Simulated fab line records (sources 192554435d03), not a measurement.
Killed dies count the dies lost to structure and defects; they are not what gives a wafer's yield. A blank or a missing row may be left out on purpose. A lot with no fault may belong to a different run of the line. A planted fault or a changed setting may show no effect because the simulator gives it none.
One fault seen from 3 desks :: flow n5_finfet :: what lay behind the numbers comes last; until then each desk has only its own

## THE DEFECT DESK
Lot by lot, what the route's inspections counted, given as the mean of those sampled wafers with a number. Any lot whose mean is over 4 standard deviations away from the usual mean is out of limits and marked OUT; that distance is given in the brackets.
Columns: A = raw_defect_count at N5_BEOL_M3_INSPECT_30, usual 432
lot: L741
first seen here: day 7 04:26
A: 531

lot: L742
first seen here: day 7 05:19
A: 520

lot: L751
first seen here: day 9 23:05
A: 364

lot: L758
first seen here: day 11 07:02
A: 331

lot: L760
first seen here: day 12 04:19
A: 324

lot: L761
first seen here: day 12 11:29
A: 500
This desk's verdict: no lot among the 6 shows anything out of limits.

## TOOL OWNER'S DESK, rie_diel-06
The tool's own readings at N5_BEOL_M3_VIA_ETCH_34 (etches the open film in C4F6/O2, target depth 69.4 nm, time 65.9 s): means of the sampled wafers that have a number, for each lot that ran on this tool. Any lot whose mean is over 4 standard deviations away from the usual mean is out of limits and marked OUT; that distance is given in the brackets.
Columns: A = drypump_motor_current_A at N5_BEOL_M3_VIA_ETCH_34, usual 5.7 A; B = oes_f_703_au at N5_BEOL_M3_VIA_ETCH_34, usual 0.77 a.u.; C = oes_product_au at N5_BEOL_M3_VIA_ETCH_34, usual 0.77 a.u.; D = rf_vpp_V at N5_BEOL_M3_VIA_ETCH_34, usual 667 V; E = run_length_s at N5_BEOL_M3_VIA_ETCH_34, usual 89.2 s; F = showerhead_plenum_p_Torr at N5_BEOL_M3_VIA_ETCH_34, usual 2.85 Torr; G = throttle_valve_pct at N5_BEOL_M3_VIA_ETCH_34, usual 30.80 %
lot: L742
first seen here: day 7 15:55
A: 5.3
B: 0.82
C: 0.82
D: 667
E: 89.5
F: 2.86
G: 30.61

lot: L751
first seen here: day 9 23:44
A: 5.2
B: 0.84
C: 0.83
D: 668
E: 92.2 (+5.5) OUT
F: 2.81
G: 30.53

lot: L758
first seen here: day 11 07:51
A: 5.5
B: 0.73
C: 0.74
D: 668
E: 91.0
F: 2.72
G: 30.64
This desk's finding: out of limits on L751; first on L751, day 9 23:44 (run_length_s at N5_BEOL_M3_VIA_ETCH_34). L742, L758: within limits.

## FROM THE METROLOGY DESK
What the gauges read for every lot (on any tool): the sampled wafers with a number, averaged. Any lot whose mean is over 4 standard deviations away from the usual mean is out of limits and marked OUT; that distance is given in the brackets. Of its 12 readings 7 are shown: those that lie furthest out on some lot.
Columns: A = cd_nm at N5_BEOL_M3_CD_MEAS_28, usual 25.74 nm; B = V2_OVL at N5_BEOL_M3_OVL_MEAS_29, usual 0.0 nm; C = DIBL_P at N5_BEOL_M4_RC_MEAS_101, usual 36.2 mV/V; D = IOFF_N at N5_BEOL_M4_RC_MEAS_101, usual 0.16 nA/um; E = IOFF_P at N5_BEOL_M4_RC_MEAS_101, usual 0.22 nA/um; F = VT_N at N5_BEOL_M4_RC_MEAS_101, usual 250 mV; G = VT_P at N5_BEOL_M4_RC_MEAS_101, usual -250 mV
lot: L741
first seen here: day 7 04:21
A: 25.87
B: -0.8
C: 35.9
D: 0.14
E: 0.24
F: 252
G: -244

lot: L742
first seen here: day 7 05:13
A: 25.55
B: -0.9
C: 37.9
D: 0.16
E: 0.22
F: 250
G: -251

lot: L751
first seen here: day 9 22:59
A: 25.96
B: 0.8
C: 38.2
D: 0.17
E: 0.23
F: 248
G: -250

lot: L758
first seen here: day 11 06:57
A: 25.52
B: -0.5
C: 37.2
D: 0.19
E: 0.21
F: 245
G: -251

lot: L760
first seen here: day 12 04:14
A: 26.02
B: 0.4
C: 38.0
D: 0.16
E: 0.25
F: 251
G: -249

lot: L761
first seen here: day 12 11:24
A: 25.95
B: -0.4
C: 37.3
D: 0.18
E: 0.26
F: 248
G: -247
This desk's verdict: no lot among the 6 shows anything out of limits.

## TAKEN TOGETHER
At day 9 23:44, on L751, the tool owner's desk was in a position to raise an alarm.
The defect desk saw nothing out of limits.
At the metrology desk, nothing out of limits was observed.
The defect desk has L751 on record, within its limits.
The metrology desk holds a record of L751, inside its limits.
On rie_diel-06, each named lot ran N5_BEOL_M3_VIA_ETCH_34.

## WHAT WAS PUT IN BY THE SIMULATOR
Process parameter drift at N5_BEOL_M3_VIA_ETCH_34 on rie_diel-06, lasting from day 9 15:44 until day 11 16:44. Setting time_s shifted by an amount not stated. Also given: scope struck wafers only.
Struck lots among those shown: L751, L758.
How many hours passed from the start of the fault until each desk's first out-of-limits reading: the tool owner's desk, 8.
